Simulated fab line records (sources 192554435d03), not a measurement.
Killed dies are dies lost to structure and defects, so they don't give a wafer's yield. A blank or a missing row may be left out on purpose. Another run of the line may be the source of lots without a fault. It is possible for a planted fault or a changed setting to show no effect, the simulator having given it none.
Chamber matching | flow n5_finfet | N5_MOL_CONTACT_COAG_CONTACT_ETCH_14 on rie_diel-03 has 4 sister chambers
The step etches SiO2 in C4F6/O2, target depth 27.5 nm, overetch 8.5 nm, time 20 s. 4 wafers are shown with their chamber, then 9 later ones without.

## WAFERS PAIRED WITH THEIR CHAMBERS
wafer  | chamber | showerhead_plenum_p_Torr (Torr)
L081.2 | 2       | 2.95
L082.1 | 1       | 2.93
L082.3 | 3       | 2.97
L082.4 | 0       | 2.81

## WAFERS MISSING THEIR CHAMBER
wafer  | showerhead_plenum_p_Torr (Torr)
L083.2 | 2.81
L083.3 | 2.97
L083.6 | 2.97
L086.2 | 2.96
L086.4 | 2.93
L086.5 | 2.93
L096.2 | 2.92
L096.5 | 2.96
L096.6 | 2.80

## WHICH CHAMBER EACH WENT THROUGH
wafer  | from the rows above     | in truth
L083.2 | 0                       | 0
L083.3 | 3                       | 3
L083.6 | 3                       | 3
L086.2 | can't be placed: 2 or 3 | 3
L086.4 | 1                       | 1
L086.5 | 1                       | 1
L096.2 | 1                       | 1
L096.5 | can't be placed: 2 or 3 | 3
L096.6 | 0                       | 0
Placed correctly: 7 of 9. Cannot be placed on the basis of these rows: 2; the candidates contain the true chamber in 2. 0 placed wrongly.
How it was worked out, from the rows above alone: a wafer's distance from a chamber is the root of the sum, over the readings, of the square of ((its reading less the chamber's mean) divided by the reading's scatter). If the next closest chamber is less than 2 further off than the closest, the wafer can't be placed; otherwise it belongs to the closest. The mean given for a chamber averages the wafers shown for that chamber. The scatter (one wafer shown for each chamber): square how far every hidden wafer sits from the nearest shown wafer, average those squares and take the square root.
